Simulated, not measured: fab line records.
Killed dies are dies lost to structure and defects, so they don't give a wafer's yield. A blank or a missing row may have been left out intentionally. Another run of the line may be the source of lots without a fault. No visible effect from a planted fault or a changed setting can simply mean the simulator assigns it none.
Matching of chambers    flow nandHarc    rieDiel-07 running NHARC_A_SLIT_ETCH_24: 4 sister chambers
The step etches the open film in CF4/CHF3, target depth 121 nm, time 60.5 s. 4 wafers are shown with their chamber, then 8 later ones without.

WAFERS PAIRED WITH THEIR CHAMBERS
wafer   chamber  drypumpMotorCurrentA (A)
L088.1  3        6.5
L088.3  1        5.1
L088.6  0        6.6
L090.2  2        6.0

WAFERS WHOSE CHAMBER IS MISSING
wafer   drypumpMotorCurrentA (A)
L090.3  6.7
L090.6  5.1
L092.1  5.1
L092.2  6.5
L092.5  5.1
L095.2  6.7
L095.4  6.7
L095.5  6.0

EACH ONE'S CHAMBER
wafer   from the rows above      in truth
L090.3  can't be placed: 0 or 3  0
L090.6  1                        1
L092.1  1                        1
L092.2  can't be placed: 3 or 0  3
L092.5  1                        1
L095.2  can't be placed: 0 or 3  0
L095.4  can't be placed: 0 or 3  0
L095.5  2                        2
Correct placement for 4 of the 8. Can't be placed from these rows: 4 (the true chamber is among the candidates in 4). 0 placed wrongly.
How it was worked out, from the rows above alone: a wafer's distance from a chamber is the root of the sum, over the readings, of the square of ((its reading less the chamber's mean) divided by the reading's scatter). The wafer belongs to the nearest chamber; if the next one is less than 2 further off, it can't be placed. Each chamber's mean is taken over the wafers shown for it. The scatter (one wafer shown for each chamber): square how far every hidden wafer sits from the nearest shown wafer, average those squares and take the square root.
